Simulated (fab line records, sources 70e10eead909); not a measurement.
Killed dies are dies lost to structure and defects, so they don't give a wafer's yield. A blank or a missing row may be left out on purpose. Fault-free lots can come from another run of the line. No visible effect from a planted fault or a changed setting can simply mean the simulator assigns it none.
Which tool was responsible? -- flow nand harc -- 36 wafers from 12 lots sampled at 2 of the route's 1159 steps

## WHAT THE GAUGES READ, wafer by wafer
NHARC_A_SGD_CUT_INSPECT_25.
lot,measured,on,raw defect count
L075,day 15 04:16,defect inspect-01,303 284 233
L076,day 15 04:24,defect inspect-02,425 349 297
L081,day 15 10:17,defect inspect-02,266 260 219
L082,day 16 00:04,defect inspect-01,254 263 269
L083,day 16 09:55,defect inspect-02,246 307 269
L086,day 16 23:08,defect inspect-01,406 398 343
L085,day 17 14:02,defect inspect-01,382 247 262
L091,day 18 06:31,defect inspect-02,296 392 278
L090,day 18 06:37,defect inspect-01,346 343 357
L092,day 18 06:41,defect inspect-01,587 437 374
L096,day 19 04:08,defect inspect-02,309 521 269
L097,day 20 05:34,defect inspect-02,313 229 429

## EACH LOT AND THE TOOL THAT RAN IT (in order: tool; ch and the chambers of the sampled wafers; start)
lot,NHARC_A_STAIRCASE_DEP_322
L075,"pecvd-01 ch 0,2, day 13 17:06"
L076,"pecvd-04 ch 0,1, day 13 17:46"
L081,"pecvd-04 ch 0,1, day 14 04:35"
L082,"pecvd-01 ch 1,2, day 14 18:05"
L083,"pecvd-04 ch 1,2, day 15 06:40"
L086,"pecvd-04 ch 0,1, day 15 17:07"
L085,"pecvd-04 ch 1,2, day 16 06:32"
L091,"pecvd-01 ch 1,2, day 16 19:56"
L090,"pecvd-03 ch 0,1,2, day 17 01:49"
L092,"pecvd-01 ch 1,2, day 17 02:22"
L096,"pecvd-03 ch 0,1, day 17 21:44"
L097,"pecvd-03 ch 0,1,2, day 18 19:04"
- NHARC_A_STAIRCASE_DEP_322: deposits SiO2, target thk 3800 nm.

## THE ANSWER, worked out from the rows above alone
Rule: what is usual is taken from the lots themselves. Put in order of their means at a reading, lots are off if they are a third of the lots or fewer, leave a main group of 4 or more, and stand apart from it by a gap of 3 or more times the standard deviation of the main group's means; of several such gaps the widest counts. The tables above print the reading to a certain number of digits; a main group whose means all agree to those digits is not used. Also off: a lot with no number at a reading for which 4 or more lots have one. Any other lot the step has rows for is counted as sound.
None of the lots is off at any reading shown; this tells nothing.

## WHAT THE SIMULATOR PUT IN
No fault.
